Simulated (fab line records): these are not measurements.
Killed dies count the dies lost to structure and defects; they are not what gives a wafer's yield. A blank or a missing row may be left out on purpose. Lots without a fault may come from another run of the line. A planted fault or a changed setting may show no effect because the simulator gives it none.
fab line records	flow n5Finfet
record lots=9	wafers=27	lastDay=17
route steps=1938 shown HKMG_FIN@438 BEOL_M4@1111
lots that met no fault: taken from a fault-free run of the same line
startH: start of the lot's first displayed wafer, in hours after the record's first day	waitH: hours elapsed since this lot's preceding step	" repeats the value in the row above	L1.1+2: one row covering several wafers at once	- no value present, or no start provided	* or withheld: withheld	< > ~ a bound
route shown NAME@n: names a module that has steps shown in the file, with the first one's number in the route	usual: the fault-free wafers' mean and standard deviation	same: alike in all rows	chamber/n: place in a boat	sites: each site's reading	_std_site: the standard deviation of these	_edge_site: inner sites' mean taken away from outer sites' mean	radiusMm: how far each site lies from the wafer's centre	mask NAME#n: copy n	behind: the last tool/chamber to shape the wafer	hold: why the lot went on hold/how many hours it stayed there/how the hold came to an end	device: transistor that didn't switch, given as n, p or np	end of line: tests of these same wafers at the route's end	for a step that has no rows: nothing shown but its recipe	killed: the dies lost at the first sort to structure and to defects; this is not the yield of the wafer	map: dies across one wafer; x = killed, . = not, _ = none there
set.NAME: the setting that was run; set.NAME@STEP: the one run at that earlier step	model.NAME: the simulator's own value behind a step, which no gauge read
steps of the route over a sample of lots; a table a step, a row a wafer
services: the hour from which a tool's chamber was out of use, counted from the record's first day as startH (under 0 if before that day), plus the number of hours and why
## steps
# step N5_HKMG_FIN_ETCH_35
# recipe chemistry=N2/H2	target=SOC	targetDepthA=2158	ionEnergyEv=65	biasW=5	sourceW=3000	timeS=243.4	pressureMtorr=30	n2FlowSccm=200	h2FlowSccm=200
# usual drypumpMotorCurrentA=5.7/0.55	oesProductAu=0.78/0.076	rfFwdPowerW=2991/9.8	rfVppV=141.9/0.97	runLengthS=266.8/0.47	showerheadPlenumPTorr=2.57/0.074	throttleValvePct=17.87/0.22
lot.wafer	tool	chamber	startH	waitH	drypumpMotorCurrentA	oesProductAu	rfFwdPowerW	rfHoursCounterH	rfVppV	runLengthS	showerheadPlenumPTorr	throttleValvePct
L390.1	rieDiel-05	0	88.45	0.0	6.6	0.71	2993	209	140.7	267.1	2.51	17.87
L390.4	"	1	"	"	5.8	0.83	2974	64	143.2	266.8	2.69	17.94
L390.5	"	0	"	"	6.6	0.70	2991	-	142.4	267.0	2.51	17.87
L394.2	rieDiel-01	0	116.72	0.0	5.2	0.86	2978	37	141.0	265.9	2.46	17.62
L394.3	"	3	"	"	5.2	0.74	3011	185	142.1	266.1	2.62	18.18
L394.6	"	1	"	"	5.9	0.67	3014	-	141.3	266.2	2.50	18.10
L397.2	rieDiel-01	0	131.64	0.0	5.2	0.85	2988	41	141.9	266.1	2.46	17.63
L397.3	"	2	"	"	6.1	0.75	3004	168	141.4	266.8	2.65	18.07
L397.6	"	3	"	"	5.3	0.74	3003	-	141.8	266.1	2.62	18.18
L401.2	rieDiel-06	1	154.39	0.0	5.2	0.76	2988	143	141.1	267.1	2.54	17.59
L401.3	"	2	"	"	6.6	0.70	2990	221	141.7	267.5	2.61	17.86
L401.5	"	3	"	"	5.8	0.74	2990	-	142.0	267.1	2.54	18.02
L402.2	rieDiel-05	2	158.60	0.0	5.1	0.71	2999	210	140.7	267.3	2.63	18.11
L402.3	"	0	"	"	6.6	0.68	3007	231	142.0	266.9	2.50	17.91
L402.5	"	0	"	"	6.6	0.69	3000	-	141.9	266.7	2.50	17.90
L408.2	rieDiel-01	2	196.35	0.0	6.1	0.73	-	195	142.0	227.4	2.64	18.11
L408.5	"	3	"	"	5.2	0.72	-	-	141.2	226.8	2.61	18.22
L408.6	"	0	"	"	5.1	0.81	-	-	142.1	226.7	2.45	17.68
L409.1	rieDiel-01	3	203.20	0.0	5.2	0.72	-	213	142.9	226.9	2.61	18.22
L409.2	"	2	"	"	6.1	0.73	-	197	141.7	227.2	2.64	18.12
L409.4	"	0	"	"	5.1	0.82	-	70	141.3	227.0	2.45	17.68
L410.4	rieDiel-01	1	207.50	0.0	5.9	0.93	-	18	139.9	226.3	2.49	17.73
L410.5	"	3	"	"	5.3	0.71	-	-	144.0	226.8	2.61	18.23
L410.6	"	0	"	"	5.2	0.80	-	-	143.3	226.3	2.45	17.68
L411.1	rieDiel-06	1	215.87	0.0	5.2	0.73	2967	162	141.3	266.7	2.53	17.60
L411.2	"	3	"	"	5.8	0.72	2995	173	141.9	267.1	2.54	18.07
L411.6	"	3	"	"	5.8	0.72	2998	-	141.4	267.0	2.54	18.06
# step N5_HKMG_FIN_STRIP_90
# recipe chemistry=N2/H2	material=SOC	timeS=20	powerW=500	tempC=40	pressureMtorr=50	rfFrequencyHz=6e+07	biasPowerW=8	h2Frac=0.5	n2FlowSccm=300	h2FlowSccm=300
# usual drypumpMotorCurrentA=5.7/0.53	oesProductAu=0.77/0.076	powerW=500.2/1.4	rfFwdPowerW=497.2/1.8	rfVppV=54.4/0.86	showerheadPlenumPTorr=3.43/0.1	throttleValvePct=19.0/0.32
# same timeS=20
lot.wafer	tool	chamber	startH	waitH	drypumpMotorCurrentA	oesProductAu	powerW	rfFwdPowerW	rfHoursCounterH	rfVppV	showerheadPlenumPTorr	throttleValvePct
L390.1	rieDiel-05	0	91.09	0.0	6.6	0.70	498.5	497.6	211	55.6	3.32	19.4
L390.4	"	1	"	"	5.8	0.82	499.4	495.5	65	54.8	3.54	19.2
L390.5	"	1	"	"	5.8	0.82	497.4	495.0	-	54.9	3.54	19.2
L394.2	rieDiel-05	0	118.98	0.0	6.6	0.69	499.3	496.0	218	53.4	3.32	19.4
L394.3	"	3	"	"	5.7	0.89	499.5	497.3	28	54.1	3.55	18.6
L394.6	"	3	"	"	5.7	0.88	499.8	497.4	-	53.4	3.55	18.6
L397.2	rieDiel-01	0	133.80	0.0	5.2	0.85	500.4	498.8	42	56.0	3.26	18.6
L397.3	"	1	"	"	6.0	0.68	496.9	497.1	248	54.0	3.30	19.3
L397.6	"	2	"	"	6.1	0.76	501.1	495.7	-	54.5	3.50	19.3
L401.2	rieDiel-05	1	156.59	0.0	5.8	0.80	500.5	496.0	88	53.9	3.53	19.2
L401.3	"	0	"	"	6.6	0.68	499.7	497.1	231	55.2	3.31	19.4
L401.5	"	3	"	"	5.7	0.86	502.3	497.5	-	54.5	3.55	18.6
L402.2	rieDiel-05	3	160.76	0.0	5.7	0.86	497.8	499.6	43	54.7	3.55	18.6
L402.3	"	1	"	"	5.8	0.78	498.8	496.5	89	56.0	3.53	19.2
L402.5	"	0	"	"	6.6	0.67	501.1	498.1	-	54.3	3.31	19.4
L408.2	rieDiel-05	2	198.50	0.0	5.1	0.68	497.8	496.3	225	53.4	3.47	19.2
L408.5	"	2	"	"	5.1	0.68	498.3	498.4	-	54.0	3.47	19.2
L408.6	"	1	"	"	5.8	0.78	500.5	494.6	-	54.2	3.52	19.2
L409.1	rieDiel-01	2	205.37	0.0	6.1	0.73	501.5	498.4	198	55.9	3.48	19.4
L409.2	"	1	"	"	5.9	0.94	501.6	499.2	17	54.3	3.29	18.9
L409.4	"	3	"	"	5.3	0.71	502.1	497.0	214	52.6	3.44	19.2
L410.4	rieDiel-05	0	209.69	0.0	6.6	0.68	499.4	497.1	-	53.1	3.30	19.4
L410.5	"	3	"	"	5.7	0.83	500.3	499.3	-	54.1	3.54	18.6
L410.6	"	2	"	"	5.1	0.68	498.5	499.2	-	54.6	3.46	19.2
L411.1	rieDiel-01	0	218.42	0.0	5.2	0.80	500.4	497.5	76	53.7	3.24	18.6
L411.2	"	1	"	"	6.0	0.93	500.1	498.4	21	55.3	3.29	19.0
L411.6	"	0	"	"	5.1	0.81	500.6	497.8	-	53.4	3.24	18.6
# step N5_HKMG_FIN_ETCHBACK_68
# recipe chemistry=Cl2/Ar	stopOn=HfO2	targetDepthA=5	pressureMtorr=10	icpW=600	biasW=60	Cl2_flow_sccm=40	Ar_flow_sccm=60
# usual drypumpMotorCurrentA=5.5/0.39	oesProductAu=0.74/0.11	rfFwdPowerW=596.5/2.4	throttleValvePct=20.87/0.16
lot.wafer	tool	chamber	startH	waitH	drypumpMotorCurrentA	oesProductAu	rfFwdPowerW	rfHoursCounterH	throttleValvePct
L390.1	rieMetal-03	1	91.25	0.0	6.2	0.60	595.7	136	21.10
L390.4	"	0	"	"	5.4	0.72	597.7	-	20.87
L390.5	"	1	"	"	6.2	0.60	597.8	-	21.07
L394.2	rieMetal-02	0	119.14	0.0	6.0	0.59	595.2	130	21.05
L394.3	"	1	"	"	5.2	0.84	591.8	-	20.68
L394.6	"	1	"	"	5.1	0.84	593.4	-	20.65
L397.2	rieMetal-03	0	133.96	0.0	5.4	0.71	599.1	73	20.90
L397.3	"	0	"	"	5.4	0.71	597.0	-	20.87
L397.6	"	1	"	"	6.2	0.59	597.8	-	21.11
L401.2	rieMetal-02	0	156.75	0.0	6.0	0.59	596.4	134	21.07
L401.3	"	1	"	"	5.1	0.83	593.7	-	20.66
L401.5	"	0	"	"	6.0	0.59	594.4	-	21.06
L402.2	rieMetal-02	0	160.91	0.0	6.0	0.59	596.3	134	21.07
L402.3	"	0	"	"	6.0	0.59	594.2	-	21.06
L402.5	"	0	"	"	6.0	0.58	594.8	-	21.04
L408.2	rieMetal-02	1	198.70	0.1	5.2	0.81	593.0	-	20.67
L408.5	"	1	"	"	5.1	0.81	594.8	-	20.68
L408.6	"	1	"	"	5.2	0.81	591.3	-	20.66
L409.1	rieMetal-01	1	205.53	0.0	5.2	0.86	594.3	14	20.77
L409.2	"	0	"	"	5.3	0.74	597.7	58	20.91
L409.4	"	1	"	"	5.2	0.86	598.3	-	20.77
L410.4	rieMetal-01	0	209.86	0.1	5.2	0.74	595.8	-	20.91
L410.5	"	0	"	"	5.3	0.74	599.2	-	20.90
L410.6	"	1	"	"	5.2	0.85	596.1	-	20.79
L411.1	rieMetal-03	1	218.58	0.0	6.2	0.92	595.5	3	20.53
L411.2	"	0	"	"	5.4	0.70	594.4	82	20.91
L411.6	"	0	"	"	5.4	0.69	594.2	-	20.90
# step N5_HKMG_FIN_W_FILL_22
# recipe material=W	targetThkA=600	tempC=400	pressureTorr=39.4	timeS=18.2
# usual heaterPowerOuterW=572/52	heaterPowerW=934/110	throttleValvePct=18.8/1
# same timeS=18.2
lot.wafer	tool	chamber	startH	waitH	heaterPowerOuterW	heaterPowerW	throttleValvePct
L390.1	cvdW-02	1	92.37	0.0	625	1028	20.3
L390.4	"	1	"	"	648	1038	20.1
L390.5	"	0	"	"	512	785	19.3
L394.2	cvdW-02	1	120.09	0.0	644	1024	20.3
L394.3	"	1	"	"	643	1033	20.5
L394.6	"	1	"	"	634	1056	20.4
L397.2	cvdW-01	0	134.91	0.0	630	1046	18.4
L397.3	"	1	"	"	537	848	17.5
L397.6	"	1	"	"	518	832	17.5
L401.2	cvdW-01	0	157.69	0.0	600	1047	18.6
L401.3	"	1	"	"	532	851	17.6
L401.5	"	0	"	"	621	1057	18.6
L402.2	cvdW-02	0	161.88	0.0	520	828	19.1
L402.3	"	0	"	"	506	796	19.0
L402.5	"	0	"	"	514	785	18.8
L408.2	cvdW-02	1	199.73	0.0	632	1034	20.3
L408.5	"	0	"	"	516	790	18.9
L408.6	"	1	"	"	631	1025	20.6
L409.1	cvdW-02	0	206.48	0.0	500	794	19.5
L409.2	"	1	"	"	621	1019	20.7
L409.4	"	1	"	"	636	1022	20.3
L410.4	cvdW-01	1	210.81	0.0	530	841	17.5
L410.5	"	1	"	"	521	840	17.8
L410.6	"	0	"	"	617	1045	18.5
L411.1	cvdW-01	1	219.53	0.0	538	854	17.7
L411.2	"	0	"	"	619	1053	18.8
L411.6	"	1	"	"	543	827	17.6
# step N5_BEOL_M4_RC_MEAS_101
# usual DIBL_N=35.8/1.6	DIBL_P=36.0/2.1	IOFF_N=0.153/0.026	IOFF_P=0.21/0.037	ION_N=673/11	ION_P=462/7.6	SS_N=71.4/0.53	SS_P=73.2/0.67	VT_N=250/3.2	VT_P=-250/3.7
lot.wafer	tool	chamber	startH	waitH	DIBL_N[mV/V]	DIBL_P[mV/V]	IOFF_N[nA/um]	IOFF_P[nA/um]	ION_N[uA/um]	ION_P[uA/um]	SS_N[mV/dec]	SS_P[mV/dec]	VT_N[mV]	VT_P[mV]
L390.1	prober-01	0	191.95	0.0	36.7	38.9	0.176	0.28	693	472	71.4	74.1	250	-243
L390.4	"	0	"	"	37.7	40.2	0.201	0.32	682	477	72.1	74.1	246	-240
L390.5	"	0	"	"	35.7	37.7	0.146	0.26	673	470	71.0	73.2	252	-244
L394.2	prober-02	0	207.61	0.2	37.0	38.7	0.192	0.25	690	467	71.4	73.6	248	-247
L394.3	"	0	"	"	35.2	35.6	0.153	0.20	680	464	71.2	73.2	250	-253
L394.6	"	0	"	"	35.6	36.5	0.159	0.21	670	463	71.8	72.8	252	-250
L397.2	prober-01	0	224.95	0.2	35.2	35.2	0.136	0.18	671	462	71.4	73.4	250	-252
L397.3	"	0	"	"	35.3	35.7	0.153	0.20	688	468	70.8	72.8	249	-249
L397.6	"	0	"	"	36.4	37.6	0.168	0.22	688	469	71.9	72.6	246	-248
L402.2	prober-02	0	249.67	0.2	38.2	38.4	0.195	0.25	687	470	71.4	74.1	247	-247
L402.3	"	0	"	"	36.9	36.4	0.161	0.22	676	463	71.7	73.1	248	-247
L402.5	"	0	"	"	35.5	36.7	0.151	0.23	679	468	71.4	73.3	249	-247
L401.2	prober-01	0	251.81	0.2	34.2	35.2	0.139	0.20	672	467	71.2	72.5	252	-251
L401.3	"	0	"	"	34.2	34.9	0.136	0.21	676	472	71.8	72.8	253	-248
L401.5	"	0	"	"	35.0	35.9	0.168	0.23	678	466	71.3	73.4	247	-249
L408.2	prober-02	0	285.42	0.2	33.9	35.1	0.132	0.19	653	463	70.9	73.0	254	-250
L408.5	"	0	"	"	35.2	36.3	0.166	0.23	668	466	71.8	73.2	248	-246
L408.6	"	0	"	"	35.8	37.1	0.180	0.23	679	460	72.2	73.5	249	-246
L409.1	prober-02	0	302.40	0.0	37.5	38.2	0.154	0.21	663	458	71.6	73.6	251	-251
L409.2	"	0	"	"	38.3	39.0	0.155	0.24	666	469	71.8	74.3	252	-250
L409.4	"	0	"	"	38.3	38.8	0.166	0.22	672	458	71.5	73.8	248	-249
L410.4	prober-01	0	302.60	0.5	33.2	32.0	0.110	0.15	664	457	70.9	71.6	256	-254
L410.5	"	0	"	"	34.2	32.8	0.116	0.15	662	458	71.0	72.4	253	-256
L410.6	"	0	"	"	37.3	37.4	0.187	0.24	683	467	71.0	73.3	246	-250
L411.1	prober-01	0	306.13	0.0	38.3	36.3	0.182	0.21	675	454	71.5	73.9	248	-251
L411.2	"	0	"	"	34.6	32.5	0.124	0.17	668	456	71.3	72.6	254	-253
L411.6	"	0	"	"	35.0	33.8	0.136	0.18	665	461	71.1	73.1	249	-253
## services
tool	chamber	startH	hours	kind
rieDiel-06	3	73.64	6.6	repair
rieDiel-05	2	80.74	5.5	repair
rieDiel-05	0	110.92	6.6	repair
rieDiel-06	1	116.06	7.0	repair
rieMetal-01	-	124.67	2.8	pm
rieDiel-01	1	140.38	-	clean
rieDiel-01	1	140.38	-	consumableReplace:focusRing
rieDiel-01	1	140.38	15.4	scheduledDown
rieDiel-01	1	140.38	15.4	ventCycle
rieMetal-03	1	145.75	-	clean
rieMetal-03	1	145.75	24.8	scheduledDown
rieMetal-03	1	145.75	24.8	ventCycle
rieMetal-03	1	171.39	9.5	repair
rieMetal-01	1	181.95	1.7	repair
cvdW-02	-	185.61	0.4	repair
rieMetal-02	0	191.91	-	clean
rieMetal-02	0	191.91	22.7	scheduledDown
rieMetal-02	0	191.91	22.7	ventCycle
rieDiel-01	1	194.65	3.8	repair
rieDiel-05	1	208.51	1.2	repair
rieDiel-05	0	212.49	-	clean
rieDiel-05	0	212.49	-	consumableReplace:focusRing
rieDiel-05	0	212.49	26.6	scheduledDown
rieDiel-05	0	212.49	26.6	ventCycle
## key
firstSign step=N5_HKMG_FIN_ETCH_35	reading=runLengthS	direction=down	sigmas=85	usual=*	struck=*
effect none on later readings
metAt N5_HKMG_FIN_ETCH_35
struckLots L408,L409,L410
notActingAt N5_HKMG_FIN_STRIP_90,N5_HKMG_FIN_ETCHBACK_68,N5_HKMG_FIN_W_FILL_22
onsetBetween 131.64 196.35
fault kind=processParameterDrift	tool=rieDiel-01	chamber=-	onsetH=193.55	steps=N5_HKMG_FIN_ETCH_35	channel=timeS	offset=*	shape=step	endH=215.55	actsIn=*	stated=*
